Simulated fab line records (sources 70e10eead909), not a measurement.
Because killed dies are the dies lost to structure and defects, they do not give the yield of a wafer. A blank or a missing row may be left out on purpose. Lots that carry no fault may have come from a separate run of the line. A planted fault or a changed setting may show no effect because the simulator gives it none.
Check for tools in common | flow nand-harc | Sample size 2 lots and 6 wafers

## THE REASON FOR OPENING IT
At NHARC_END_SORT_01 the reading killed-at-periphery is flagged on 2 of 2 lots. No-fault wafers: 4, standard deviation 3.2.
Rule: a lot gets a flag if all its wafers with a number sit over 4 standard deviations from that mean, or if no wafer of it has a number. The other lots count as sound.

lot  | measured     | on        | killed-at-periphery, wafer by wafer | flag
L271 | day 30 10:31 | prober-01 | 49 37 80                            | FLAGGED
L269 | day 30 10:35 | prober-02 | 50 41 53                            | FLAGGED
On average the flagged lots' numbers are 52, which is +48 against the usual, or +15 standard deviations.

## EACH LOT AND THE TOOL IT RAN ON
3 process steps preceding the reading are held in the record, out of 1302 steps in the route. Every cell lists first the tool, next ch and the chambers used by the sampled wafers, and last the start.
lot  | flag    | NHARC_P_CONTACT_ALD_22              | NHARC_A_BONDPAD_ANNEAL_28        | NHARC_THIN_TSV_DESCUM_14
L271 | FLAGGED | ald-metal-04 ch 0,1,2, day 12 02:22 | rtp-anneal-01 ch 0, day 29 03:49 | rie-diel-11 ch 0,1,3, day 29 22:11
L269 | FLAGGED | ald-metal-04 ch 0,1,3, day 11 03:17 | rtp-anneal-01 ch 0, day 28 19:17 | rie-diel-02 ch 0,1,2, day 29 19:43
What these steps do:
- NHARC_P_CONTACT_ALD_22: deposits TiN, target thk 3 nm, pulse time 1 s, ald cycles 150.
- NHARC_A_BONDPAD_ANNEAL_28: time 90 s.
- NHARC_THIN_TSV_DESCUM_14: chemistry O2, time 3 s.
- NHARC_END_SORT_01

## FLAGGED OVER TOTAL, TOOL BY TOOL (the gauges that took the reading come last)
step                      | tool          | lots run | flagged | share of the flagged lots | sound lots run after its first flagged lot
NHARC_P_CONTACT_ALD_22    | ald-metal-04  | 2        | 2       | all                       | 0
NHARC_A_BONDPAD_ANNEAL_28 | rtp-anneal-01 | 2        | 2       | all                       | 0
NHARC_THIN_TSV_DESCUM_14  | rie-diel-02   | 1        | 1       | some                      | 0
NHARC_THIN_TSV_DESCUM_14  | rie-diel-11   | 1        | 1       | some                      | 0
NHARC_END_SORT_01         | prober-01     | 1        | 1       | some                      | 0
NHARC_END_SORT_01         | prober-02     | 1        | 1       | some                      | 0

## WHAT IS ALLOWED BY THE TABLE
In 2 table rows, all flagged lots were run: ald-metal-04 (NHARC_P_CONTACT_ALD_22), rtp-anneal-01 (NHARC_A_BONDPAD_ANNEAL_28).
- ald-metal-04 at NHARC_P_CONTACT_ALD_22 ran 2 lots, 2 of them flagged. With no sound lot run before its first flagged lot in this sample, there is nothing to narrow down the start.
- rtp-anneal-01 at NHARC_A_BONDPAD_ANNEAL_28 ran 2 lots, 2 of them flagged. With no sound lot run before its first flagged lot in this sample, there is nothing to narrow down the start.
Counting lots can't tell these 2 tools apart, because each fits a fault that began at some hour. More lots, or a look at what each step does to the wafer, might.

## WHAT WAS PUT IN BY THE SIMULATOR
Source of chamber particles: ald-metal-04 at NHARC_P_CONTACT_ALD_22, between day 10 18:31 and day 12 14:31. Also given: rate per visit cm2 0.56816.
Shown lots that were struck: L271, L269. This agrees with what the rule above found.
